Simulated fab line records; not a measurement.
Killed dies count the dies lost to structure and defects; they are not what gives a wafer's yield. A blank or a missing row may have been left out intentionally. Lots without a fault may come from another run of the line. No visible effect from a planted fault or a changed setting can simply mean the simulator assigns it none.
fab line records	flow nand_harc
[record] lots = 13	wafers = 39	last_day = 24
route steps=1159 shown P_CONTACT@219 END@1159
lots that met no fault: from a run of the same line without faults
start_h: the number of hours between the record's first day and the start of the first shown wafer of the lot	wait_h: time in hours since the lot's previous step	" same as the row above	L1.1+2: one row covering several wafers at once	- no value, or no start was given	* or withheld: withheld	< > ~ a bound
route shown NAME@n: names a module that has steps shown in the file, with the first one's number in the route	usual: average and standard deviation across the fault-free wafers	same: alike in all rows	chamber/n: place in a boat	sites: the reading at each site	_std_site: standard deviation across them	_edge_site: the outer-site mean with the inner-site mean subtracted	radius_mm: for every site, how far away it sits from the centre of the wafer	mask NAME#n: copy n	behind: tool/chamber where the wafer was last shaped	hold: reason for holding the lot/hours on hold/outcome of the hold	device: the n, p or np transistor that did not switch	end of line: the tests these same wafers got at the end of their route	for a step that has no rows: nothing shown but its recipe	killed: not the wafer's yield, but the dies lost to structure and defects at the first sort	map: shows each die of a wafer: x if killed, . if not, _ if none is there
set.NAME: the run value of the setting; set.NAME@STEP: its run value at that earlier step	model.NAME: the simulator's own value behind a step, which no gauge read
a sample of lots followed through the steps of the route, with each step as a table and each wafer as a row
services: from which hour (start_h, from the record's first day; less than 0 if before it) a tool's chamber was out of use, for how many hours, and why
[[steps]]
[step NHARC_P_CONTACT_CMP_01]
[recipe] target_thk_nm = 200	material = SiO2
[usual] motor_current_A = 11.9/1.2
lot.wafer	tool	chamber	start_h	wait_h	motor_current_A
L461.1	cmp-03	0	108.41	-	10.9
L461.2	"	3	"	"	12.2
L461.5	"	0	"	"	10.6
L464.2	cmp-02	2	120.35	-	10.5
L464.4	"	1	"	"	13.3
L464.6	"	2	"	"	9.9
L465.1	cmp-03	0	130.70	-	10.3
L465.3	"	1	"	"	11.1
L465.5	"	3	"	"	12.4
L466.2	cmp-02	1	143.77	-	12.9
L466.6	"	0	"	"	12.4
L466.5	"	1	"	"	13.0
L469.1	cmp-03	0	152.76	-	11.2
L469.6	"	0	"	"	11.3
L469.5	"	1	"	"	11.3
L468.2	cmp-01	3	152.87	-	11.8
L468.6	"	3	"	"	11.7
L468.5	"	0	"	"	14.0
L475.3	cmp-02	1	191.32	-	12.3
L475.6	"	3	"	"	11.3
L475.5	"	0	"	"	12.6
L478.1	cmp-03	0	207.58	-	10.4
L478.3	"	1	"	"	11.3
L478.5	"	3	"	"	13.2
L477.4	cmp-03	2	208.35	-	10.4
L477.5	"	0	"	"	11.0
L477.6	"	1	"	"	11.1
L480.1	cmp-03	1	217.41	-	10.4
L480.2	"	0	"	"	11.0
L480.6	"	1	"	"	11.2
L482.1	cmp-03	3	241.09	-	13.2
L482.2	"	0	"	"	10.8
L482.4	"	2	"	"	11.5
L483.3	cmp-01	1	244.88	-	14.7
L483.4	"	2	"	"	12.0
L483.2	"	3	"	"	12.0
L484.4	cmp-01	1	254.92	-	14.7
L484.1	"	0	"	"	12.9
L484.5	"	2	"	"	12.6
[step NHARC_P_CONTACT_STRIP_28]
[recipe] o2_flow_sccm = 500	ar_flow_sccm = 0	bias_w = 0	chemistry = O2
[usual] drypump_motor_current_A = 5.76/0.27	mfc_ar_sccm = 0.013/0.01	oes_product_au = 0.999/0.0076	rf_vpp_V = 57.8/0.83	showerhead_plenum_p_Torr = 3.54/0.13	throttle_valve_pct = 17.037/0.0089
lot.wafer	tool	chamber	start_h	wait_h	drypump_motor_current_A	mfc_ar_sccm	oes_product_au	rf_hours_counter_h	rf_vpp_V	showerhead_plenum_p_Torr	throttle_valve_pct
L461.1	rie_diel-04	2	110.39	0.1	6.27	0.006	0.998	18	56.4	3.57	17.035
L461.2	"	1	"	"	5.67	0.008	0.989	17	56.9	3.48	17.037
L461.5	"	2	"	"	6.32	0.006	0.995	-	57.7	3.56	17.036
L464.4	rie_diel-08	2	122.31	0.1	5.73	0.008	0.985	18	58.9	3.61	17.032
L464.2	"	3	"	"	5.52	0.000	0.992	16	58.1	3.42	17.045
L464.6	"	2	"	"	5.74	0.008	0.992	-	58.0	3.61	17.036
L465.3	rie_diel-04	2	132.48	0.1	6.26	0.006	1.012	2	56.5	3.56	17.031
L465.1	"	3	"	"	6.01	0.014	1.011	2	58.6	3.75	17.040
L465.5	"	2	"	"	6.29	0.006	1.009	-	57.6	3.56	17.027
L466.2	rie_diel-04	2	145.90	0.1	6.30	0.006	1.007	2	57.9	3.56	17.032
L466.5	"	0	"	"	5.64	0.032	0.996	-	57.7	3.33	17.035
L466.6	"	1	"	"	5.66	0.008	0.999	-	58.1	3.48	17.033
L469.1	rie_diel-04	3	154.88	0.1	6.05	0.014	1.001	3	58.4	3.75	17.041
L469.6	"	2	"	"	6.28	0.006	1.007	-	57.8	3.56	17.045
L469.5	"	3	"	"	6.05	0.014	1.005	-	57.9	3.75	17.026
L468.2	rie_diel-04	0	154.98	0.2	5.58	0.032	1.014	2	57.0	3.33	17.017
L468.6	"	3	"	"	6.04	0.014	1.016	-	58.2	3.75	17.044
L468.5	"	0	"	"	5.60	0.032	1.007	-	58.8	3.33	17.036
L475.3	rie_diel-08	1	193.28	0.1	5.53	0.007	0.995	7	58.9	3.54	17.036
L475.6	"	3	"	"	5.55	0.000	0.992	-	58.3	3.42	17.046
L475.5	"	0	"	"	5.86	0.025	0.994	-	58.7	3.62	17.048
L478.1	rie_diel-08	0	209.54	0.1	5.84	0.025	0.981	10	57.6	3.62	17.043
L478.3	"	1	"	"	5.52	0.007	0.995	9	56.8	3.54	17.046
L478.5	"	3	"	"	5.51	0.000	0.992	-	58.5	3.41	17.028
L477.4	rie_diel-08	2	210.26	0.1	5.72	0.008	1.004	6	57.2	3.60	17.037
L477.6	"	2	"	"	5.71	0.008	1.009	-	56.9	3.60	17.037
L477.5	"	3	"	"	5.51	0.000	1.011	-	58.3	3.41	17.033
L480.1	rie_diel-04	2	219.75	0.1	6.28	0.006	1.009	9	58.5	3.56	17.038
L480.2	"	1	"	"	5.68	0.008	1.000	8	58.0	3.47	17.044
L480.6	"	2	"	"	6.27	0.006	1.009	-	57.4	3.56	17.048
L482.2	rie_diel-08	0	243.06	0.1	5.85	0.025	0.991	14	59.3	3.62	17.044
L482.4	"	1	"	"	5.53	0.007	1.000	12	57.7	3.54	17.033
L482.1	"	3	"	"	5.51	0.000	1.004	13	58.5	3.41	17.038
L483.3	rie_diel-08	1	246.74	0.1	5.53	0.007	0.989	13	58.5	3.54	17.029
L483.2	"	2	"	"	5.73	0.008	1.003	9	56.9	3.60	17.042
L483.4	"	3	"	"	5.51	0.000	1.005	14	57.9	3.41	17.041
L484.4	rie_diel-04	0	256.91	0.1	5.52	0.032	1.004	11	57.2	3.33	17.030
L484.1	"	2	"	"	6.27	0.006	1.009	12	58.3	3.56	17.033
L484.5	"	0	"	"	5.61	0.032	1.014	-	57.0	3.33	17.039
[step NHARC_P_CONTACT_DEGAS_38]
[recipe] temp_c = 300	time_s = 60
[usual] heater_power_w = 510/64
lot.wafer	tool	chamber	start_h	wait_h	heater_power_w
L461.2	pvd_sputter-01	-	111.05	-	446
L461.1	"	-	"	"	503
L461.5	"	-	"	"	534
L464.4	pvd_sputter-01	-	122.95	-	572
L464.2	"	-	"	"	439
L464.6	"	-	"	"	525
L465.3	pvd_sputter-01	-	133.12	-	521
L465.1	"	-	"	"	499
L465.5	"	-	"	"	436
L466.2	pvd_sputter-02	-	146.52	-	455
L466.5	"	-	"	"	477
L466.6	"	-	"	"	439
L469.1	pvd_sputter-01	-	155.50	-	434
L469.6	"	-	"	"	428
L469.5	"	-	"	"	510
L468.2	pvd_sputter-03	-	155.60	-	514
L468.6	"	-	"	"	498
L468.5	"	-	"	"	683
L475.3	pvd_sputter-03	-	193.89	-	667
L475.5	"	-	"	"	668
L475.6	"	-	"	"	497
L478.3	pvd_sputter-02	-	210.22	-	434
L478.1	"	-	"	"	463
L478.5	"	-	"	"	484
L477.4	pvd_sputter-01	-	210.96	-	453
L477.5	"	-	"	"	511
L477.6	"	-	"	"	450
L480.1	pvd_sputter-03	-	220.41	-	504
L480.2	"	-	"	"	682
L480.6	"	-	"	"	517
L482.2	pvd_sputter-01	-	243.70	-	517
L482.4	"	-	"	"	500
L482.1	"	-	"	"	567
L483.4	pvd_sputter-03	-	247.38	-	506
L483.2	"	-	"	"	669
L483.3	"	-	"	"	509
L484.4	pvd_sputter-02	-	257.56	-	480
L484.1	"	-	"	"	481
L484.5	"	-	"	"	468
[step NHARC_P_CONTACT_ALD_22]
[recipe] target_thk_a = 30	pulse_time_s = 1	ald_cycles = 150	temp_c = 450	material = TiN
[usual] ald_cycles = 150/0	heater_power_outer_w = 684/62	heater_power_w = 1060/80	precursor_pulse_height_rel = 1.001/0.021
lot.wafer	tool	chamber	start_h	wait_h	ald_cycles	heater_power_outer_w	heater_power_w	precursor_pulse_height_rel
L461.2	ald_metal-03	3	111.27	-	150	716	1007	0.970
L461.1	"	1	"	"	150	614	944	1.005
L461.5	"	0	"	"	150	845	1167	1.000
L464.4	ald_metal-04	2	123.21	-	150	684	1116	1.001
L464.2	"	3	"	"	150	574	937	0.994
L464.6	"	1	"	"	150	637	1017	1.003
L465.3	ald_metal-04	0	133.38	-	150	734	1084	1.001
L465.1	"	1	"	"	150	638	1047	1.014
L465.5	"	3	"	"	150	599	951	0.967
L466.2	ald_metal-01	2	146.79	-	150	730	1055	1.005
L466.5	"	0	"	"	150	741	1240	0.997
L466.6	"	1	"	"	150	583	1012	0.998
L469.1	ald_metal-04	1	155.77	-	150	646	1058	1.030
L469.5	"	0	"	"	150	740	1065	0.980
L469.6	"	1	"	"	150	643	1025	0.974
L468.2	ald_metal-01	1	155.91	-	150	587	1020	0.993
L468.5	"	2	"	"	150	727	1068	1.015
L468.6	"	3	"	"	150	673	1012	0.991
L475.3	ald_metal-04	1	194.14	-	150	639	1056	1.007
L475.5	"	1	"	"	150	635	1045	0.958
L475.6	"	2	"	"	150	672	1098	1.007
L478.3	ald_metal-03	2	210.45	-	-	-	-	-
L478.1	"	3	"	"	-	-	-	-
L478.5	"	3	"	"	-	-	-	-
L477.4	ald_metal-04	3	211.24	-	-	-	-	-
L477.6	"	1	"	"	-	-	-	-
L477.5	"	2	"	"	-	-	-	-
L480.2	ald_metal-01	1	220.64	-	-	-	-	-
L480.1	"	3	"	"	-	-	-	-
L480.6	"	1	"	"	-	-	-	-
L482.1	ald_metal-04	2	243.98	-	150	696	1155	0.996
L482.2	"	3	"	"	150	618	1002	0.956
L482.4	"	0	"	"	150	673	989	0.991
L483.2	ald_metal-03	1	247.62	-	150	627	966	0.973
L483.3	"	3	"	"	150	738	989	1.010
L483.4	"	2	"	"	150	713	1124	0.985
L484.1	ald_metal-03	1	257.79	-	150	616	953	0.989
L484.5	"	1	"	"	150	613	964	1.003
L484.4	"	2	"	"	150	727	1151	1.020
[step NHARC_END_SORT_01]
[recipe] temp_c = 25
[usual] killed_at_array = 26/8.6	killed_at_other = 0.7/0.97	killed_at_periphery = 3.2/2.2	killed_dies = 30/8.9	killed_open = 3.1/1.8	killed_short = 2.2/1.8
[same] gross_dies = 677
lot.wafer	tool	chamber	start_h	wait_h	hold	killed_at_array	killed_at_other	killed_at_periphery	killed_dies	killed_open	killed_short
L461.1	prober-01	0	442.40	2.5	-	29	1	1	31	2	1
L461.2	prober-01	0	443.19	2.8	-	26	0	4	30	4	2
L461.5	prober-01	0	445.55	3.6	-	30	1	1	32	1	1
L465.1	prober-02	0	450.27	2.5	-	29	0	3	32	1	3
L465.3	prober-02	0	451.86	3.1	-	23	1	5	29	3	6
L465.5	prober-02	0	453.46	3.7	-	34	0	1	35	4	4
L464.2	prober-01	0	450.96	2.8	-	37	1	3	41	3	0
L464.4	prober-01	0	452.59	3.4	-	29	1	2	32	0	1
L464.6	prober-01	0	454.22	4.1	-	33	3	14	50	3	1
L466.2	prober-01	0	459.12	2.8	-	11	0	2	13	1	4
L466.5	prober-01	0	461.53	3.7	-	8	1	3	12	0	4
L466.6	prober-01	0	462.33	4.0	-	18	1	3	22	4	2
L469.1	prober-01	0	489.85	2.5	-	26	0	2	28	4	5
L469.5	prober-01	0	493.07	3.7	-	27	1	5	33	5	4
L469.6	prober-01	0	493.87	4.0	-	24	1	3	28	4	3
L468.2	prober-02	0	490.66	2.8	-	26	0	3	29	1	4
L468.5	prober-02	0	493.06	3.7	-	30	0	3	33	3	5
L468.6	prober-02	0	493.86	4.0	-	30	0	3	33	2	7
L475.3	prober-02	0	513.76	3.1	-	59	0	0	59	8	0
L475.5	prober-02	0	515.34	3.7	-	42	1	0	43	2	1
L475.6	prober-02	0	516.13	4.0	-	45	0	2	47	5	3
L477.4	prober-01	0	535.09	3.4	await_dispo/1.9h/scrap	45	4	549	598	4	3
L477.5	prober-01	0	535.91	3.7	await_dispo/1.9h/scrap	52	2	556	610	4	2
L477.6	prober-01	0	536.72	4.1	await_dispo/1.9h/scrap	36	3	561	600	3	1
L478.1	prober-02	0	540.52	2.5	await_dispo/4.5h/scrap	30	1	563	594	3	0
L478.3	prober-02	0	542.15	3.1	await_dispo/4.5h/scrap	35	0	552	587	2	5
L478.5	prober-02	0	543.78	3.8	await_dispo/4.5h/scrap	25	0	571	596	0	1
L480.1	prober-01	0	548.27	2.5	await_dispo/1.9h/scrap	29	0	570	599	3	2
L480.2	prober-01	0	549.06	2.8	await_dispo/1.9h/scrap	23	0	575	598	1	0
L480.6	prober-01	0	552.22	3.9	await_dispo/1.9h/scrap	22	0	573	595	2	0
L482.1	prober-01	0	567.68	2.5	-	16	0	6	22	5	0
L482.2	prober-01	0	568.48	2.8	-	23	1	1	25	2	1
L482.4	prober-01	0	570.08	3.4	-	18	0	2	20	3	5
L483.2	prober-02	0	572.43	2.8	-	17	0	1	18	5	0
L483.3	prober-02	0	573.24	3.1	-	20	0	5	25	4	1
L483.4	prober-02	0	574.04	3.4	-	19	0	1	20	2	3
L484.1	prober-01	0	580.46	2.5	-	11	0	3	14	1	2
L484.4	prober-01	0	582.85	3.4	-	9	1	4	14	1	2
L484.5	prober-01	0	583.65	3.7	-	14	2	2	18	8	2
// killed by level:class
L461.1 A_CHANNEL_HOLE_D1:chamber_film_flake=16 A_SLIT:chamber_film_flake=4 A_ZERO_WELL:chamber_film_flake=2 A_STAIRCASE:chamber_film_flake=2 A_WL_FILL:chamber_film_flake=2 A_SGD_CUT:geometric_particle:open=1 A_WL_FILL:geometric_particle:short=1 A_WL_FILL:geometric_particle:open=1
L461.2 A_CHANNEL_HOLE_D1:chamber_film_flake=12 A_SLIT:chamber_film_flake=5 A_STAIRCASE:chamber_film_flake=3 P_BONDPAD:chamber_film_flake=2 P_M0:geometric_particle:short=1 A_SOURCE_PLATE:geometric_particle:open=1 A_CHANNEL_FILL_D1:geometric_particle:open=1 A_WL_FILL:geometric_particle:open=1
L461.5 A_CHANNEL_HOLE_D1:chamber_film_flake=16 A_SLIT:chamber_film_flake=7 A_ZERO_WELL:chamber_film_flake=2 A_CONTACT:chamber_film_flake=2 A_CHANNEL_HOLE_D1:geometric_particle:short=1 A_M0:geometric_particle:open=1 P_STI:chamber_film_flake=1 A_STAIRCASE:chamber_film_flake=1
L465.1 A_SLIT:chamber_film_flake=10 A_STAIRCASE:chamber_film_flake=6 A_CHANNEL_HOLE_D1:chamber_film_flake=4 A_WL_FILL:chamber_film_flake=4 A_CONTACT:chamber_film_flake=2 P_GATE:geometric_particle:short=1 P_CONTACT:geometric_particle:short=1 A_CHANNEL_HOLE_D1:geometric_particle:short=1
L464.2 A_CHANNEL_HOLE_D1:chamber_film_flake=11 A_SLIT:chamber_film_flake=11 A_STAIRCASE:chamber_film_flake=4 P_CONTACT:chamber_film_flake=3 A_CHANNEL_FILL_D1:chamber_film_flake=3 A_CONTACT:chamber_film_flake=3 A_ONON_D1:geometric_particle:open=1 A_STAIRCASE:geometric_particle:open=1
L465.3 A_SLIT:chamber_film_flake=7 A_CHANNEL_HOLE_D1:chamber_film_flake=4 A_STAIRCASE:chamber_film_flake=3 A_CHANNEL_HOLE_D1:geometric_particle:short=2 P_CONTACT:chamber_film_flake=2 P_CONTACT:geometric_particle:short=1 P_CONTACT:geometric_particle:open=1 P_BONDPAD:geometric_particle:short=1
L464.4 A_SLIT:chamber_film_flake=12 A_CHANNEL_HOLE_D1:chamber_film_flake=10 A_CHANNEL_FILL_D1:chamber_film_flake=2 A_CONTACT:chamber_film_flake=2 A_M0:geometric_particle:short=1 P_STI:chamber_film_flake=1 P_CONTACT:chamber_film_flake=1 A_STAIRCASE:chamber_film_flake=1
L465.5 A_SLIT:chamber_film_flake=11 A_CHANNEL_HOLE_D1:chamber_film_flake=4 A_STAIRCASE:chamber_film_flake=4 A_CONTACT:chamber_film_flake=3 A_WL_FILL:chamber_film_flake=2 P_M0:geometric_particle:short=1 A_ONON_D1:geometric_particle:short=1 A_CHANNEL_HOLE_D1:geometric_particle:short=1
L464.6 A_SLIT:chamber_film_flake=13 P_CONTACT:chamber_film_flake=10 A_CHANNEL_HOLE_D1:chamber_film_flake=8 A_STAIRCASE:chamber_film_flake=5 A_CONTACT:chamber_film_flake=4 THIN_TSV:chamber_film_flake=3 P_M0:geometric_particle:open=2 P_CONTACT:geometric_particle:short=1
L466.2 A_STAIRCASE:chamber_film_flake=3 A_ONON_D1:geometric_particle:short=2 P_GATE:geometric_particle:short=1 A_WL_FILL:geometric_particle:short=1 A_CONTACT:geometric_particle:open=1 P_STI:chamber_film_flake=1 A_CHANNEL_HOLE_D1:chamber_film_flake=1 A_WL_FILL:chamber_film_flake=1
L466.5 A_CHANNEL_HOLE_D1:chamber_film_flake=3 A_ONON_D1:geometric_particle:short=2 P_ZERO_WELL:chamber_film_flake=2 A_STAIRCASE:chamber_film_flake=2 P_CONTACT:geometric_particle:short=1 A_WL_FILL:geometric_particle:short=1 THIN_TSV:chamber_film_flake=1
L466.6 A_CHANNEL_HOLE_D1:chamber_film_flake=5 P_ZERO_WELL:chamber_film_flake=3 A_STAIRCASE:chamber_film_flake=3 A_ONON_D1:geometric_particle:short=2 A_CONTACT:chamber_film_flake=2 A_ONON_D1:geometric_particle:open=1 A_STAIRCASE:geometric_particle:open=1 A_WL_FILL:geometric_particle:open=1
L469.1 A_CHANNEL_HOLE_D1:chamber_film_flake=11 A_STAIRCASE:chamber_film_flake=3 A_WL_FILL:geometric_particle:short=2 A_CONTACT:geometric_particle:open=2 P_GATE:chamber_film_flake=2 A_CONTACT:chamber_film_flake=2 A_CHANNEL_HOLE_D1:geometric_particle:short=1 A_CHANNEL_HOLE_D1:geometric_particle:open=1
L468.2 A_SLIT:chamber_film_flake=9 A_STAIRCASE:chamber_film_flake=6 A_CONTACT:chamber_film_flake=4 P_ZERO_WELL:chamber_film_flake=2 A_SOURCE_PLATE:geometric_particle:short=1 A_CHANNEL_FILL_D1:geometric_particle:short=1 A_SGD_CUT:geometric_particle:short=1 A_WL_FILL:geometric_particle:short=1
L468.5 A_SLIT:chamber_film_flake=10 A_STAIRCASE:chamber_film_flake=6 A_CONTACT:chamber_film_flake=4 A_WL_FILL:geometric_particle:short=2 A_CHANNEL_HOLE_D1:chamber_film_flake=2 P_M1:geometric_particle:short=1 A_ONON_D1:geometric_particle:short=1 A_CHANNEL_FILL_D1:geometric_particle:open=1
L469.5 A_CHANNEL_HOLE_D1:chamber_film_flake=16 A_STAIRCASE:chamber_film_flake=3 P_CONTACT:geometric_particle:open=2 A_ONON_D1:geometric_particle:short=2 P_GATE:chamber_film_flake=2 A_CONTACT:chamber_film_flake=2 P_M0:geometric_particle:short=1 A_CHANNEL_FILL_D1:geometric_particle:short=1
L468.6 A_SLIT:chamber_film_flake=12 A_STAIRCASE:chamber_film_flake=3 A_WL_FILL:geometric_particle:short=2 A_BLC:geometric_particle:short=2 P_GATE:chamber_film_flake=2 A_CHANNEL_HOLE_D1:chamber_film_flake=2 A_CHANNEL_FILL_D1:chamber_film_flake=2 A_CONTACT:chamber_film_flake=2
L469.6 A_CHANNEL_HOLE_D1:chamber_film_flake=16 A_CONTACT:geometric_particle:open=2 A_ZERO_WELL:chamber_film_flake=2 P_CONTACT:geometric_particle:open=1 P_CONTACT:geometric_particle:short=1 A_CHANNEL_FILL_D1:geometric_particle:short=1 A_CHANNEL_FILL_D1:geometric_particle:open=1 A_SGD_CUT:geometric_particle:short=1
L475.3 A_CHANNEL_HOLE_D1:chamber_film_flake=24 A_SLIT:chamber_film_flake=19 A_STAIRCASE:chamber_film_flake=6 A_ONON_D1:geometric_particle:open=3 A_BLC:geometric_particle:open=3 A_WL_FILL:geometric_particle:open=1 A_CONTACT:geometric_particle:open=1 A_WL_FILL:chamber_film_flake=1
L475.5 A_CHANNEL_HOLE_D1:chamber_film_flake=17 A_SLIT:chamber_film_flake=12 A_STAIRCASE:chamber_film_flake=4 A_CONTACT:chamber_film_flake=4 A_WL_FILL:chamber_film_flake=3 A_CONTACT:geometric_particle:short=1 A_CONTACT:geometric_particle:open=1 STARTING-WAFER:geometric_particle:open=1
L475.6 A_CHANNEL_HOLE_D1:chamber_film_flake=19 A_SLIT:chamber_film_flake=16 A_STAIRCASE:chamber_film_flake=2 P_M1:geometric_particle:open=1 P_M2:geometric_particle:open=1 A_SOURCE_PLATE:geometric_particle:open=1 A_CHANNEL_FILL_D1:geometric_particle:short=1 A_SGD_CUT:geometric_particle:short=1
L477.4 P_CONTACT:area_ald=544 A_CHANNEL_HOLE_D1:chamber_film_flake=18 A_SLIT:chamber_film_flake=15 A_CONTACT:chamber_film_flake=5 P_M2:chamber_film_flake=4 THIN_TSV:chamber_film_flake=4 A_ONON_D1:geometric_particle:open=2 P_M0:geometric_particle:open=1
L477.5 P_CONTACT:area_ald=553 A_SLIT:chamber_film_flake=18 A_CHANNEL_HOLE_D1:chamber_film_flake=17 A_CONTACT:chamber_film_flake=10 A_CHANNEL_FILL_D1:geometric_particle:short=2 A_STAIRCASE:chamber_film_flake=2 A_WL_FILL:chamber_film_flake=2 P_GATE:geometric_particle:open=1
L477.6 P_CONTACT:area_ald=557 A_CHANNEL_HOLE_D1:chamber_film_flake=20 A_SLIT:chamber_film_flake=9 A_CONTACT:chamber_film_flake=6 THIN_TSV:chamber_film_flake=2 P_GATE:geometric_particle:open=1 P_M2:geometric_particle:open=1 A_SGD_CUT:geometric_particle:short=1
L478.1 P_CONTACT:area_ald=563 A_SLIT:chamber_film_flake=14 A_CHANNEL_HOLE_D1:chamber_film_flake=7 A_CONTACT:chamber_film_flake=4 A_STAIRCASE:chamber_film_flake=2 A_SOURCE_PLATE:geometric_particle:open=1 A_CHANNEL_FILL_D1:geometric_particle:open=1 A_CONTACT:geometric_particle:open=1
L478.3 P_CONTACT:area_ald=550 A_SLIT:chamber_film_flake=17 A_CHANNEL_HOLE_D1:chamber_film_flake=6 A_CONTACT:chamber_film_flake=3 A_WL_FILL:geometric_particle:short=2 A_M0:geometric_particle:short=2 A_STAIRCASE:chamber_film_flake=2 P_M1:geometric_particle:short=1
L478.5 P_CONTACT:area_ald=570 A_SLIT:chamber_film_flake=12 A_CHANNEL_HOLE_D1:chamber_film_flake=6 A_STAIRCASE:chamber_film_flake=3 A_CONTACT:chamber_film_flake=2 A_WL_FILL:geometric_particle:short=1 P_M1:chamber_film_flake=1 A_BLC:chamber_film_flake=1
L480.1 P_CONTACT:area_ald=566 A_CHANNEL_HOLE_D1:chamber_film_flake=22 P_GATE:chamber_film_flake=2 A_CONTACT:chamber_film_flake=2 P_STI:geometric_particle:short=1 P_GATE:geometric_particle:short=1 A_ONON_D1:geometric_particle:open=1 A_CONTACT:geometric_particle:open=1
L480.2 P_CONTACT:area_ald=571 A_CHANNEL_HOLE_D1:chamber_film_flake=21 P_M2:chamber_film_flake=3 A_CONTACT:geometric_particle:open=1 P_ZERO_WELL:chamber_film_flake=1 A_STAIRCASE:chamber_film_flake=1
L480.6 P_CONTACT:area_ald=572 A_CHANNEL_HOLE_D1:chamber_film_flake=19 A_CONTACT:chamber_film_flake=2 P_M1:geometric_particle:open=1 A_CONTACT:geometric_particle:open=1
L482.1 A_CONTACT:chamber_film_flake=6 P_M0:chamber_film_flake=4 A_CHANNEL_HOLE_D1:chamber_film_flake=4 A_ONON_D1:geometric_particle:open=2 P_GATE:geometric_particle:open=1 P_M1:geometric_particle:open=1 A_BLC:geometric_particle:open=1 A_STAIRCASE:chamber_film_flake=1
L482.2 A_CHANNEL_HOLE_D1:chamber_film_flake=8 A_M0:chamber_film_flake=4 A_CONTACT:chamber_film_flake=3 A_ZERO_WELL:chamber_film_flake=2 A_CHANNEL_FILL_D1:geometric_particle:short=1 A_BLC:geometric_particle:open=1 A_M0:geometric_particle:open=1 P_M0:chamber_film_flake=1
L482.4 A_CHANNEL_FILL_D1:geometric_particle:short=2 A_WL_FILL:chamber_film_flake=2 A_CHANNEL_HOLE_D1:chamber_film_flake=2 A_STAIRCASE:chamber_film_flake=2 A_M0:chamber_film_flake=2 P_M0:geometric_particle:open=1 A_ONON_D1:geometric_particle:short=1 A_ONON_D1:geometric_particle:open=1
L483.2 A_CHANNEL_HOLE_D1:chamber_film_flake=4 A_WL_FILL:chamber_film_flake=4 A_CONTACT:geometric_particle:open=2 A_SGD_CUT:chamber_film_flake=2 A_CHANNEL_FILL_D1:geometric_particle:open=1 A_SGD_CUT:geometric_particle:open=1 P_GATE:chamber_film_flake=1 A_M1:geometric_particle:open=1
L483.3 A_CHANNEL_HOLE_D1:chamber_film_flake=11 A_CHANNEL_FILL_D1:geometric_particle:open=2 P_GATE:chamber_film_flake=2 P_M0:chamber_film_flake=2 A_WL_FILL:chamber_film_flake=2 P_CONTACT:geometric_particle:open=1 A_WL_FILL:geometric_particle:short=1 A_CONTACT:geometric_particle:open=1
L483.4 A_CHANNEL_HOLE_D1:chamber_film_flake=7 A_WL_FILL:chamber_film_flake=4 A_STAIRCASE:chamber_film_flake=2 A_CHANNEL_FILL_D1:geometric_particle:short=1 A_CONTACT:geometric_particle:short=1 A_CONTACT:geometric_particle:open=1 A_BLC:geometric_particle:open=1 A_BLC:geometric_particle:short=1
L484.1 A_CONTACT:chamber_film_flake=4 A_CHANNEL_HOLE_D1:unspecified=2 P_GATE:geometric_particle:short=1 P_M0:geometric_particle:open=1 A_CHANNEL_FILL_D1:geometric_particle:short=1 P_GATE:chamber_film_flake=1 A_CHANNEL_HOLE_D1:chamber_film_flake=1 A_STAIRCASE:chamber_film_flake=1
L484.4 A_CONTACT:chamber_film_flake=3 P_GATE:chamber_film_flake=2 P_STI:geometric_particle:short=1 A_ONON_D1:geometric_particle:short=1 A_M1:geometric_particle:open=1 P_STI:chamber_film_flake=1 A_CHANNEL_HOLE_D1:unspecified=1 A_CHANNEL_FILL_D1:chamber_film_flake=1
L484.5 A_CONTACT:geometric_particle:open=3 A_CHANNEL_HOLE_D1:unspecified=2 A_CONTACT:chamber_film_flake=2 THIN_TSV:chamber_film_flake=2 P_CONTACT:geometric_particle:open=1 P_M1:geometric_particle:open=1 A_SOURCE_PLATE:geometric_particle:short=1 A_SOURCE_PLATE:geometric_particle:open=1
[[services]]
tool	chamber	start_h	hours	kind
cmp-01	-	91.64	0.7	repair
ald_metal-01	-	102.00	10.0	pm
pvd_sputter-03	-	102.00	10.0	pm
rie_diel-04	-	112.13	9.0	pm
cmp-01	-	114.28	10.4	repair
rie_diel-08	-	124.80	9.0	pm
cmp-02	-	130.50	4.0	pm
rie_diel-08	2	142.47	13.4	repair
ald_metal-03	-	144.00	10.0	pm
cmp-02	-	152.34	5.7	repair
cmp-03	-	156.00	4.0	pm
pvd_sputter-01	-	171.28	10.0	pm
ald_metal-04	-	175.21	0.7	repair
cmp-01	-	179.51	4.0	pm
pvd_sputter-03	-	183.89	4.5	repair
pvd_sputter-02	-	213.63	2.5	repair
pvd_sputter-02	-	216.17	10.0	pm
ald_metal-03	0	219.04	45.1	repair
ald_metal-04	-	228.00	10.0	pm
cmp-02	-	228.50	4.0	pm
pvd_sputter-03	-	237.51	0.7	repair
rie_diel-04	3	247.46	5.2	repair
cmp-03	-	254.00	4.0	pm
rie_diel-08	1	254.56	3.7	repair
[[key]]
[first_sign] step = NHARC_P_CONTACT_ALD_22	reading = tool_record	direction = missing
[effect] step = NHARC_END_SORT_01	reading = killed_at_periphery	direction = up	sigmas = 99+	usual = 3.2	struck = 563.3
[more_kills_born_at] NHARC_P_CONTACT_ALD_22@ald_metal-01 = 1709	NHARC_P_CONTACT_ALD_22@ald_metal-03 = 1682	NHARC_P_CONTACT_ALD_22@ald_metal-04 = 1654
met_at NHARC_P_CONTACT_ALD_22
struck_lots L477,L478,L480
later_rows_left_out L477.4,L477.5,L477.6,L478.1,L478.3,L478.5,L480.1,L480.2,L480.6
tester_left_out L477,L478,L480
not_acting_at NHARC_P_CONTACT_CMP_01,NHARC_P_CONTACT_STRIP_28,NHARC_P_CONTACT_DEGAS_38
onset_between 194.14 210.45
[fault] kind = skipped_step_whole	tool = ald_metal-01,ald_metal-03,ald_metal-04	chamber = -	onset_h = 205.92	steps = NHARC_P_CONTACT_ALD_22	scope = struck_lots_only
// tester_left_out: of these lots the tester's yield and bins aren't shown, on N5 and GAA mostly nor the transistor test; their killed dies are dies lost to structure and defects alone, not to doping, threshold or leakage, so they don't give the yield
// later_rows_left_out: the simulator's readings of these wafers behind a module that went badly wrong aren't trusted and aren't shown, but for the sort
